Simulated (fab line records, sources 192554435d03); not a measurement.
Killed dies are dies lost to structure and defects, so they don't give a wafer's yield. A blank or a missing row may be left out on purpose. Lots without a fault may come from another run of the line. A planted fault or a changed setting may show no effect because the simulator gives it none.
fab line records | flow n5_finfet
record lots=6 wafers=17 last_day=17
route steps=1938 shown BEOL_M1@780 BEOL_M4@1111 PASSIVATION@1936
lots that met no fault: from a run of the same line without faults
start_h: hours from the record's first day to the start of the lot's first wafer shown | wait_h: hours since the lot's step before | " the same as in the row above | L1.1+2: a row that stands for several wafers | - no value, or no start given | * or withheld: withheld | < > ~ a bound
route shown NAME@n: a module of which the file shows steps, and the number in the route of the first | usual: mean/standard deviation of fault-free wafers | same: alike in all rows | chamber/n: place in a boat | sites: the reading at each site | _std_site: their standard deviation | _edge_site: outer sites' mean less inner sites' | radius_mm: how far each site lies from the wafer's centre | mask NAME#n: copy n | behind: the tool/chamber that last shaped the wafer | hold: why the lot was held/for how many hours/how that ended | device: the transistor (n, p or np) that didn't switch | end of line: the same wafers' tests at the end of the route | a step without rows: its recipe alone | killed: dies lost to structure and defects at the first sort, not the wafer's yield | map: a wafer's dies, x killed, . not, _ none there
set.NAME: the setting as run; set.NAME@STEP: as run at that earlier step | model.NAME: the simulator's own value behind a step, which no gauge read
lots at some steps of the route; a table a step, a row a wafer
services: from which hour (start_h, from the record's first day; less than 0 if before it) a tool's chamber was out of use, for how many hours, and why
## steps
# step N5_BEOL_M1_COAT_22
# recipe resist=CAR-EUV spin_rpm=1500 resist_thk_nm=30
# step N5_BEOL_M1_EBR_24
# recipe solvent=PGMEA ebr_width_mm=1.5
# step N5_BEOL_M1_SOFTBAKE_23
# recipe temp_c=110 time_s=60 resist=CAR-EUV
# step N5_BEOL_M1_EXPOSE_25
# recipe mask_id=V0 na=0.33 source_shape=quasar sigma_inner=0.2 sigma_outer=0.8 polarization=unpolarized defocus_nm=5 target_cd_nm=24 dose_mj=63
# step N5_BEOL_M1_PEB_26
# recipe peb_temp_c=100 peb_time_s=60 resist=CAR-EUV
# step N5_BEOL_M1_DEVELOP_27
# recipe develop_time_s=30 developer=TMAH resist=CAR-EUV rinse_liquid=surfactant_rinse dry=air_spin dev_temp_c=23
# step N5_BEOL_M1_CD_MEAS_28
# recipe landing_energy_ev=500 detector=se_inlens target_cd_y_nm=23.3
# usual cd_nm=23.92/0.24
# columns lot.wafer tool chamber start_h wait_h cd_nm
L265.3 cd_sem-03 0 142.72 - 23.56
L265.4 " 0 " " 24.12
L265.6 " 0 " " 24.07
L276.2 cd_sem-03 0 208.43 - 24.00
L276.3 " 0 " " 23.91
L276.6 " 0 " " 24.05
L277.4 cd_sem-01 0 213.35 - 23.78
L277.5 " 0 " " 23.96
L281.1 cd_sem-03 0 237.02 - 24.01
L281.2 " 0 " " 24.41
L281.5 " 0 " " 23.93
L283.2 cd_sem-03 0 253.29 - 23.66
L283.3 " 0 " " 24.01
L283.6 " 0 " " 23.87
L284.1 cd_sem-01 0 264.35 - 24.13
L284.2 " 0 " " 24.03
L284.5 " 0 " " 23.89
# step N5_BEOL_M1_OVL_MEAS_29
# recipe points_per_wafer=522
# usual V0_OVL=0.0/0.59
# columns lot.wafer tool chamber start_h wait_h V0_OVL[nm]
L265.3 overlay-01 0 142.76 0.0 0.7
L265.4 " 0 " " 0.2
L265.6 " 0 " " 0.1
L276.2 overlay-01 0 208.47 0.0 -0.4
L276.3 " 0 " " 0.9
L276.6 " 0 " " 0.2
L277.4 overlay-02 0 213.40 0.0 -0.2
L277.5 " 0 " " -0.5
L281.1 overlay-01 0 237.05 0.0 -0.7
L281.2 " 0 " " -0.6
L281.5 " 0 " " 0.0
L283.2 overlay-01 0 253.32 0.0 0.0
L283.3 " 0 " " -1.2
L283.6 " 0 " " 0.2
L284.1 overlay-02 0 264.38 0.0 -0.3
L284.2 " 0 " " -1.0
L284.5 " 0 " " -0.3
# step N5_BEOL_M1_INSPECT_30
# recipe mode=adi inspect_instrument=brightfield
# usual raw_defect_count=466/120
# columns lot.wafer tool chamber start_h wait_h raw_defect_count
L265.3 defect_inspect-02 - 142.81 0.0 496
L265.4 " - " " 443
L265.6 " - " " 420
L276.2 defect_inspect-01 - 208.53 0.1 377
L276.3 " - " " 458
L276.6 " - " " 378
L277.4 defect_inspect-01 - 213.44 0.0 316
L277.5 " - " " 396
L281.1 defect_inspect-02 - 237.11 0.1 493
L281.2 " - " " 582
L281.5 " - " " 442
L283.2 defect_inspect-02 - 253.38 0.0 604
L283.3 " - " " 491
L283.6 " - " " 595
L284.1 defect_inspect-02 - 264.43 0.1 438
L284.2 " - " " 414
L284.5 " - " " 470
# step N5_BEOL_M1_DESCUM_33
# recipe chemistry=O2 time_s=7 source_power_w=50 bias_power_w=20 pressure_mtorr=20 rf_frequency_hz=2.712e+07 temp_c=40 resist=CAR-EUV o2_flow_sccm=225
# usual bias_power_w=20.00/0.069 drypump_motor_current_A=5.8/0.47 oes_product_au=0.82/0.095 rf_vpp_V=242.9/1.4 showerhead_plenum_p_Torr=2.08/0.06 throttle_valve_pct=20.30/0.13
# columns lot.wafer tool chamber start_h wait_h bias_power_w drypump_motor_current_A oes_product_au rf_hours_counter_h rf_vpp_V showerhead_plenum_p_Torr throttle_valve_pct
L265.3 rie_diel-01 2 142.84 0.0 20.04 4.9 0.83 63 242.0 2.05 20.23
L265.4 " 0 " " 20.01 5.8 0.76 138 244.8 2.19 20.55
L265.6 " 2 " " 20.14 4.9 0.84 - 242.6 2.05 20.24
L276.2 rie_diel-01 0 208.57 0.0 19.99 5.7 0.75 156 244.6 2.18 20.56
L276.3 " 1 " " 19.94 5.8 0.75 156 242.5 2.00 20.13
L276.6 " 3 " " 19.88 4.7 0.81 - 240.7 2.03 20.26
L277.4 rie_diel-06 3 213.47 0.0 20.11 5.9 0.83 62 241.3 2.04 20.23
L277.5 " 0 " " 20.00 5.8 0.94 - 243.3 2.06 20.20
L281.1 rie_diel-01 3 237.14 0.0 20.05 4.7 0.81 109 240.6 2.03 20.26
L281.2 " 1 " " 19.95 5.8 0.74 167 241.7 2.00 20.14
L281.5 " 1 " " 20.01 5.8 0.74 - 240.5 2.00 20.14
L283.2 rie_diel-02 0 253.41 0.0 20.08 5.9 0.70 239 242.4 2.06 20.52
L283.3 " 2 " " 20.02 6.0 0.91 33 243.7 2.05 20.46
L283.6 " 3 " " 19.97 5.6 0.69 - 245.3 2.15 20.48
L284.1 rie_diel-06 2 264.47 0.0 20.01 5.7 0.68 246 241.7 2.06 20.25
L284.2 " 3 " " 19.99 5.9 0.81 81 242.3 2.03 20.25
L284.5 " 2 " " 20.01 5.6 0.68 - 242.1 2.06 20.24
# step N5_BEOL_M1_ETCH_77
# recipe chemistry=N2/H2 target=underlayer target_depth_a=65 mask_material=CAR-EUV time_s=5.2 ion_energy_ev=200 pressure_mtorr=30 source_w=840 bias_w=150 n2_flow_sccm=200 h2_flow_sccm=200 ends=cleared
# usual drypump_motor_current_A=5.8/0.47 etch_rf_on_time_s=5.18/0.086 oes_product_au=0.70/0.082 rf_vpp_V=523.4/2.3 showerhead_plenum_p_Torr=2.52/0.076 throttle_valve_pct=17.71/0.17
# columns lot.wafer tool chamber start_h wait_h drypump_motor_current_A etch_rf_on_time_s oes_product_au rf_hours_counter_h rf_vpp_V showerhead_plenum_p_Torr throttle_valve_pct
L265.3 rie_diel-01 2 142.88 0.0 4.9 5.18 0.71 63 521.7 2.48 17.67
L265.4 " 0 " " 5.8 5.28 0.64 138 528.0 2.66 18.12
L265.6 " 2 " " 4.9 5.17 0.71 - 523.2 2.48 17.63
L276.2 rie_diel-01 0 208.60 0.0 5.8 5.27 0.62 156 527.4 2.65 18.12
L276.3 " 1 " " 5.8 5.23 0.64 156 519.2 2.44 17.58
L276.6 " 3 " " 4.7 5.22 0.70 - 521.2 2.46 17.64
L277.4 rie_diel-06 3 213.51 0.0 5.9 5.06 0.72 62 524.8 2.47 17.60
L277.5 " 0 " " 5.7 5.03 0.81 - 522.0 2.49 17.49
L281.1 rie_diel-01 3 237.17 0.0 4.7 5.25 0.69 109 519.5 2.46 17.69
L281.2 " 1 " " 5.8 5.27 0.63 167 523.0 2.44 17.61
L281.5 " 1 " " 5.8 5.31 0.62 - 519.0 2.43 17.60
L283.2 rie_diel-02 0 253.44 0.0 5.9 5.21 0.59 239 521.4 2.51 17.94
L283.3 " 2 " " 6.0 5.14 0.78 33 519.5 2.48 17.73
L283.6 " 3 " " 5.6 5.22 0.58 - 524.1 2.62 18.03
L284.1 rie_diel-06 2 264.50 0.0 5.7 5.34 0.57 246 522.4 2.51 17.77
L284.2 " 3 " " 5.9 5.18 0.70 81 521.0 2.46 17.65
L284.5 " 2 " " 5.7 5.32 0.57 - 523.4 2.51 17.76
# step N5_BEOL_M1_ETCH_69
# recipe chemistry=CF4 target=SiARC target_depth_a=156 mask_material=CAR-EUV time_s=26 ion_energy_ev=80 pressure_mtorr=40 source_w=545 bias_w=36 Ar_flow_sccm=100 cf4_flow_sccm=100 ends=cleared
# usual drypump_motor_current_A=5.8/0.47 etch_rf_on_time_s=26.0/0.44 oes_product_au=0.70/0.082 rf_vpp_V=183.8/1.1 showerhead_plenum_p_Torr=2.12/0.06 throttle_valve_pct=15.45/0.15
# columns lot.wafer tool chamber start_h wait_h drypump_motor_current_A etch_rf_on_time_s oes_product_au rf_hours_counter_h rf_vpp_V showerhead_plenum_p_Torr throttle_valve_pct
L265.3 rie_diel-01 2 142.89 0.0 4.9 25.4 0.72 63 183.8 2.09 15.32
L265.4 " 0 " " 5.8 26.5 0.64 138 184.9 2.23 15.75
L265.6 " 2 " " 4.9 25.8 0.71 - 183.8 2.09 15.32
L276.2 rie_diel-01 0 208.62 0.0 5.8 26.3 0.64 156 185.8 2.23 15.79
L276.3 " 1 " " 5.8 26.1 0.64 156 183.1 2.05 15.36
L276.6 " 3 " " 4.7 25.9 0.70 - 183.9 2.07 15.38
L277.4 rie_diel-06 3 213.52 0.0 5.9 25.6 0.73 62 182.5 2.08 15.31
L277.5 " 0 " " 5.9 25.5 0.80 - 182.6 2.10 15.28
L281.1 rie_diel-01 3 237.19 0.0 4.7 26.0 0.69 109 181.5 2.07 15.39
L281.2 " 1 " " 5.8 26.2 0.63 167 184.4 2.05 15.37
L281.5 " 1 " " 5.7 26.2 0.63 - 183.7 2.05 15.38
L283.2 rie_diel-02 0 253.46 0.0 5.9 26.1 0.59 239 181.9 2.11 15.75
L283.3 " 2 " " 6.0 25.8 0.77 33 183.2 2.10 15.53
L283.6 " 3 " " 5.6 26.3 0.58 - 186.0 2.19 15.69
L284.1 rie_diel-06 2 264.52 0.0 5.6 26.4 0.58 246 182.8 2.10 15.50
L284.2 " 3 " " 5.9 25.7 0.69 81 181.8 2.08 15.37
L284.5 " 2 " " 5.7 26.6 0.58 - 183.9 2.10 15.51
# step N5_BEOL_M1_ALD_98
# recipe material=SiO2 target_thk_a=25 temp_c=100 ald_precursor_family=BDEAS ald_co_reactant=O2-plasma pulse_time_s=1 co_reactant_pulse_time_s=1 purge_time_s=2 co_reactant_purge_time_s=2 ald_cycles=17 pressure_torr=2
# usual ald_cycles=17/0 heater_power_w=75/7.2 precursor_pulse_height_rel=0.998/0.018
# columns lot.wafer tool chamber start_h wait_h ald_cycles heater_power_w precursor_pulse_height_rel model.SiO2_of_BEOL_M1_ALD_98.thk_nm
L265.3 ald_sin-04 0 142.98 0.1 17 63 0.998 2.6
L265.4 " 1 " " 17 76 0.994 2.4
L265.6 " 1 " " 17 73 0.988 2.4
L276.2 ald_sin-04 1 208.85 0.2 17 75 1.017 2.4
L276.3 " 0 " " 13 65 0.999 2
L276.6 " 3 " " 17 74 0.998 2.6
L277.4 ald_sin-04 0 213.61 0.1 13 65 0.975 1.8
L277.5 " 3 " " 17 76 1.030 2.4
L281.1 ald_sin-03 2 237.27 0.1 17 70 1.003 2.4
L281.2 " 1 " " 17 85 0.987 2.4
L281.5 " 2 " " 17 71 0.993 2.4
L283.2 ald_sin-01 0 253.63 0.1 17 69 1.001 2.6
L283.3 " 3 " " 17 69 1.010 2.4
L283.6 " 1 " " 17 90 1.029 2.4
L284.1 ald_sin-01 1 264.69 0.1 17 89 1.013 2.4
L284.2 " 0 " " 17 67 0.988 2.4
L284.5 " 2 " " 17 77 1.002 2.4
# step N5_BEOL_M1_ETCHBACK_99
# recipe chemistry=CHF3 target=SiO2 target_depth_a=50 time_s=10.4 source_w=215 bias_w=47 Ar_flow_sccm=200 CHF3_flow_sccm=12 ion_energy_ev=100 pressure_mtorr=30
# usual drypump_motor_current_A=5.7/0.52 oes_f_703_au=0.81/0.086 oes_product_au=0.81/0.09 rf_vpp_V=240/3.2 showerhead_plenum_p_Torr=2.13/0.07 throttle_valve_pct=16.93/0.17
# columns lot.wafer tool chamber start_h wait_h drypump_motor_current_A oes_f_703_au oes_product_au rf_hours_counter_h rf_vpp_V showerhead_plenum_p_Torr throttle_valve_pct
L265.3 rie_diel-02 3 143.18 0.2 5.6 0.70 0.69 195 240 2.22 17.08
L265.4 " 2 " " 6.0 0.98 1.00 - 239 2.11 16.91
L265.6 " 0 " " 6.0 0.72 0.72 - 240 2.14 17.18
L276.2 rie_diel-01 0 214.40 5.5 5.7 0.72 0.74 157 245 2.25 17.26
L276.3 " 1 " " 5.8 0.75 0.75 157 236 2.06 16.76
L276.6 " 2 " " 4.9 0.81 0.81 - 241 2.09 16.81
L277.4 rie_diel-01 1 218.42 4.8 5.8 0.75 0.74 159 235 2.06 16.78
L277.5 " 2 " " 5.0 0.80 0.80 - 240 2.09 16.81
L281.1 rie_diel-02 1 248.05 10.7 6.0 0.91 0.92 20 237 2.12 16.95
L281.2 " 3 " " 5.6 0.68 0.68 222 239 2.21 17.12
L281.5 " 0 " " 5.9 0.70 0.69 - 239 2.13 17.23
L283.2 rie_diel-01 3 253.80 0.1 4.7 0.78 0.80 114 240 2.07 16.84
L283.3 " 0 " " 5.7 0.72 0.73 172 245 2.24 17.29
L283.6 " 3 " " 4.7 0.79 0.80 - 240 2.07 16.85
L284.1 rie_diel-06 2 271.23 6.5 5.6 0.68 0.67 247 239 2.12 16.93
L284.2 " 1 " " 6.6 0.83 0.84 74 247 2.27 17.07
L284.5 " 3 " " 5.9 0.82 0.81 - 240 2.09 16.86
# step N5_BEOL_M1_ETCH_70
# recipe chemistry=N2/H2 target=SOC target_depth_a=800 overetch_a=160 mask_material=SiARC temp_c=40 time_s=120 ion_energy_ev=200 pressure_mtorr=30 source_w=840 bias_w=150 n2_flow_sccm=200 h2_flow_sccm=200
# usual drypump_motor_current_A=5.7/0.53 oes_product_au=0.62/0.065 rf_vpp_V=523.3/2.3 showerhead_plenum_p_Torr=2.52/0.08 throttle_valve_pct=17.69/0.19
# columns lot.wafer tool chamber start_h wait_h drypump_motor_current_A oes_product_au rf_hours_counter_h rf_vpp_V showerhead_plenum_p_Torr throttle_valve_pct
L265.3 rie_diel-02 3 143.21 0.0 5.6 0.54 195 527.1 2.64 17.92
L265.4 " 2 " " 6.0 0.75 - 522.2 2.49 17.65
L265.6 " 0 " " 5.9 0.55 - 522.2 2.52 17.88
L276.2 rie_diel-01 0 214.44 0.0 5.8 0.56 157 526.8 2.65 18.10
L276.3 " 1 " " 5.8 0.58 157 520.4 2.44 17.56
L276.6 " 2 " " 4.9 0.61 - 522.7 2.47 17.64
L277.4 rie_diel-01 1 218.46 0.0 5.8 0.57 159 519.9 2.44 17.56
L277.5 " 2 " " 5.0 0.61 - 523.0 2.47 17.64
L281.1 rie_diel-02 1 248.09 0.0 6.0 0.70 20 521.3 2.48 17.57
L281.2 " 3 " " 5.6 0.52 222 526.4 2.62 17.96
L281.5 " 0 " " 6.0 0.53 - 522.7 2.51 17.89
L283.2 rie_diel-01 3 253.84 0.0 4.7 0.61 114 521.9 2.46 17.64
L283.3 " 0 " " 5.8 0.56 172 526.1 2.64 18.12
L283.6 " 3 " " 4.7 0.61 - 521.4 2.46 17.65
L284.1 rie_diel-06 2 271.27 0.0 5.7 0.53 247 523.7 2.51 17.71
L284.2 " 1 " " 6.6 0.64 74 527.1 2.68 17.82
L284.5 " 3 " " 5.9 0.62 - 522.9 2.46 17.57
# step N5_BEOL_M1_STRIP_71
# recipe chemistry=N2/H2 temp_c=40 n2_flow_sccm=200 h2_flow_sccm=200 rf_frequency_hz=6e+07
# step N5_BEOL_M1_STRIP_78
# recipe chemistry=N2/H2 temp_c=40 n2_flow_sccm=200 h2_flow_sccm=200 rf_frequency_hz=6e+07
# step N5_BEOL_M1_VIA_ETCH_34
# recipe chemistry=C4F6/O2 target_depth_a=678 mask_material=SOC pressure_mtorr=15 ion_energy_ev=250 taper_deg=4 time_s=64.4 source_w=350 bias_w=170 Ar_flow_sccm=300 C4F6_flow_sccm=10 O2_flow_sccm=10
# usual drypump_motor_current_A=5.7/0.52 oes_f_703_au=0.81/0.087 oes_product_au=0.81/0.089 rf_vpp_V=664/8.4 showerhead_plenum_p_Torr=2.82/0.09 throttle_valve_pct=30.59/0.23
# columns lot.wafer tool chamber start_h wait_h drypump_motor_current_A oes_f_703_au oes_product_au rf_hours_counter_h rf_vpp_V showerhead_plenum_p_Torr throttle_valve_pct model.BEOL_M1.cd_nm
L265.3 rie_diel-02 3 143.31 0.0 5.5 0.70 0.69 195 667 2.92 30.54 17.8
L265.4 " 2 " " 6.0 0.98 0.98 - 661 2.79 30.72 17.8
L265.6 " 0 " " 5.9 0.72 0.71 - 659 2.82 30.83 18.2
L276.2 rie_diel-01 0 214.54 0.0 5.8 0.73 0.73 157 677 2.96 31.01 18
L276.3 " 1 " " 5.8 0.75 0.74 157 652 2.72 30.32 19.2
L276.6 " 2 " " 5.0 0.81 0.81 - 663 2.76 30.49 18.2
L277.4 rie_diel-01 1 218.56 0.0 5.8 0.75 0.74 159 653 2.72 30.30 18.8
L277.5 " 2 " " 4.9 0.80 0.81 - 663 2.76 30.48 18.2
L281.1 rie_diel-02 1 248.19 0.0 6.1 0.92 0.92 20 658 2.80 30.75 18
L281.2 " 3 " " 5.6 0.68 0.68 222 666 2.91 30.58 18.2
L281.5 " 0 " " 6.0 0.70 0.69 - 659 2.81 30.84 18
L283.2 rie_diel-01 3 253.94 0.0 4.6 0.79 0.81 114 665 2.73 30.39 18
L283.3 " 0 " " 5.7 0.71 0.73 172 677 2.96 31.03 17.8
L283.6 " 3 " " 4.7 0.78 0.79 - 663 2.73 30.38 18
L284.1 rie_diel-06 2 271.37 0.0 5.6 0.69 0.67 247 665 2.80 30.41 17.6
L284.2 " 1 " " 6.6 0.83 0.84 75 684 2.99 30.89 17.6
L284.5 " 3 " " 5.9 0.84 0.81 - 661 2.76 30.58 17.8
# step N5_BEOL_M1_STRIP_83
# recipe chemistry=C4F6/O2 resist=SiARC rf_frequency_hz=6e+07
# step N5_BEOL_M4_RC_MEAS_101
# usual DIBL_N=35.9/1.3 DIBL_P=35.9/1.6 IOFF_N=0.156/0.022 IOFF_P=0.205/0.023 ION_N=675/9 ION_P=463/5.6 SS_N=71.4/0.57 SS_P=73.1/0.52 VT_N=249.7/2.8 VT_P=-250.2/2.5
# columns lot.wafer tool chamber start_h wait_h DIBL_N[mV/V] DIBL_P[mV/V] IOFF_N[nA/um] IOFF_P[nA/um] ION_N[uA/um] ION_P[uA/um] SS_N[mV/dec] SS_P[mV/dec] VT_N[mV] VT_P[mV]
L265.3 prober-02 0 178.76 0.3 33.9 33.2 0.131 0.159 656 448 71.1 72.2 253.9 -254.3
L265.4 " 0 " " 36.2 36.1 0.172 0.204 676 461 72.4 73.5 247.5 -252.9
L265.6 " 0 " " 35.9 36.1 0.161 0.192 660 454 72.0 72.4 249.9 -253.5
L276.2 prober-02 0 256.28 0.2 35.5 35.1 0.161 0.198 677 462 71.2 73.3 246.3 -249.9
L276.3 " 0 " " 34.1 33.2 0.140 0.182 677 461 70.5 72.6 249.6 -252.2
L276.6 " 0 " " 35.0 33.8 0.152 0.180 669 455 70.8 72.4 249.4 -252.6
L277.4 prober-01 0 258.60 0.5 33.6 33.7 0.124 0.152 664 455 70.2 72.4 253.4 -254.0
L277.5 " 0 " " 35.7 36.0 0.155 0.181 676 458 71.3 73.0 251.8 -253.1
L281.1 prober-01 0 293.29 0.0 35.6 37.9 0.147 0.197 663 460 71.5 73.8 253.8 -252.6
L281.2 " 0 " " 34.8 36.6 0.135 0.178 673 462 71.2 72.7 253.5 -253.9
L281.5 " 0 " " 35.9 38.0 0.150 0.199 669 456 72.1 73.5 255.1 -250.2
L283.2 prober-02 0 293.60 0.2 37.3 37.5 0.163 0.212 674 463 71.9 74.0 247.9 -250.3
L283.3 " 0 " " 35.7 34.9 0.136 0.186 664 460 71.4 72.8 254.4 -251.4
L283.6 " 0 " " 37.6 37.6 0.170 0.212 677 460 72.2 74.1 249.2 -249.7
L284.1 prober-01 0 314.14 0.0 35.4 34.5 0.134 0.196 669 466 71.3 72.6 251.3 -248.1
L284.2 " 0 " " 37.2 36.4 0.151 0.222 664 460 71.8 72.9 250.6 -248.3
L284.5 " 0 " " 35.4 34.5 0.128 0.197 669 471 71.4 72.8 253.1 -250.1
# step N5_PASSIVATION_PROBE_49
# usual defect_limited_yield=91.3/1.4 killed_at_M0_to_M3=35/11 killed_at_M4_up=14/5.4 killed_at_contacts=12/6.2 killed_at_front_end=38/11 killed_at_other=4.1/2.8 killed_dies=103/17 killed_on_rim=13/4 killed_open=66/13 killed_short=34/8.2 sort_bin_5_function=5.1/0.89 sort_bin_6_memory=3.3/0.72 sort_n_pass=1077/17 sort_yield_pct=91.3/1.4
# same gross_dies=1180 killed_at_back_side=0 sort_bin_4_leakage[%]=0 sort_bin_8_speed[%]=0
# columns lot.wafer tool chamber start_h wait_h defect_limited_yield[%] killed_at_M0_to_M3 killed_at_M4_up killed_at_contacts killed_at_front_end killed_at_other killed_dies killed_on_rim killed_open killed_short sort_bin_5_function[%] sort_bin_6_memory[%] sort_n_pass sort_yield_pct[%]
L276.2 prober-02 - 363.01 0.1 91.1 34 10 12 43 6 105 10 72 32 4.8 3.6 1075 91.1
L276.6 prober-02 - 363.21 0.3 90.3 38 10 14 46 6 114 22 72 42 5.8 3.6 1066 90.3
# killed by level:class
L276.2 STI_FIN_REVEAL:geometric_particle:open=14 BEOL_M0_SAQP:geometric_particle:open=11 MOL_CONTACT_COAG:geometric_particle:open=10 BEOL_M0_SAQP:geometric_particle:short=9 STARTING-WAFER:geometric_particle:open=7 BEOL_M4:geometric_particle:open=6 FIN_SAQP:geometric_particle:open=4 STI_FIN_REVEAL:geometric_particle:short=4
L276.6 MOL_CONTACT_COAG:geometric_particle:open=11 FIN_SAQP:geometric_particle:open=8 BEOL_M3:geometric_particle:open=8 FIN_SAQP:geometric_particle:short=6 STI_FIN_REVEAL:geometric_particle:open=6 BEOL_M0_SAQP:geometric_particle:open=6 BEOL_M1:geometric_particle:open=6 STI_FIN_REVEAL:geometric_particle:short=5
## services
# columns tool chamber start_h hours kind
rie_diel-06 0 121.19 - clean
rie_diel-06 0 121.19 - consumable_replace:focus_ring
rie_diel-06 0 121.19 21.9 scheduled_down
rie_diel-06 0 121.19 21.9 vent_cycle
rie_diel-06 1 128.14 16.7 repair
rie_diel-02 1 131.21 - clean
rie_diel-02 1 131.21 - consumable_replace:focus_ring
rie_diel-02 1 131.21 37.2 scheduled_down
rie_diel-02 1 131.21 37.2 vent_cycle
rie_diel-02 2 132.32 6.3 repair
ald_sin-01 - 136.65 28.1 pm
rie_diel-06 2 142.69 23.3 repair
ald_sin-01 - 164.75 6.0 pm
ald_sin-01 - 179.13 14.0 pm
ald_sin-04 3 201.70 1.3 repair
ald_sin-01 0 213.63 5.6 repair
rie_diel-02 - 215.56 14.6 pm
ald_sin-03 2 215.76 1.7 repair
rie_diel-01 - 231.04 0.4 repair
ald_sin-04 - 234.28 14.6 pm
ald_sin-03 - 254.22 11.0 repair
ald_sin-04 - 269.77 14.0 pm
ald_sin-04 0 269.77 14.0 vent_cycle
ald_sin-04 1 269.77 14.0 vent_cycle
## key
first_sign step=N5_BEOL_M1_ALD_98 reading=ald_cycles direction=down sigmas=99+ usual=* struck=*
effect none on later readings
model_effect step=N5_BEOL_M1_ALD_98 value=SiO2_of_BEOL_M1_ALD_98.thk_nm without=2.4 struck=1.9
model_effect step=N5_BEOL_M1_VIA_ETCH_34 value=BEOL_M1.cd_nm without=18 struck=19
met_at N5_BEOL_M1_ALD_98
struck_wafers L276.3,L277.4
onset_between 142.98 208.85
fault kind=process_parameter_drift tool=ald_sin-04 chamber=- onset_h=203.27 steps=N5_BEOL_M1_ALD_98 channel=ald_cycles offset=* shape=step end_h=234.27 scope=struck_wafers_only acts_in=* stated=*
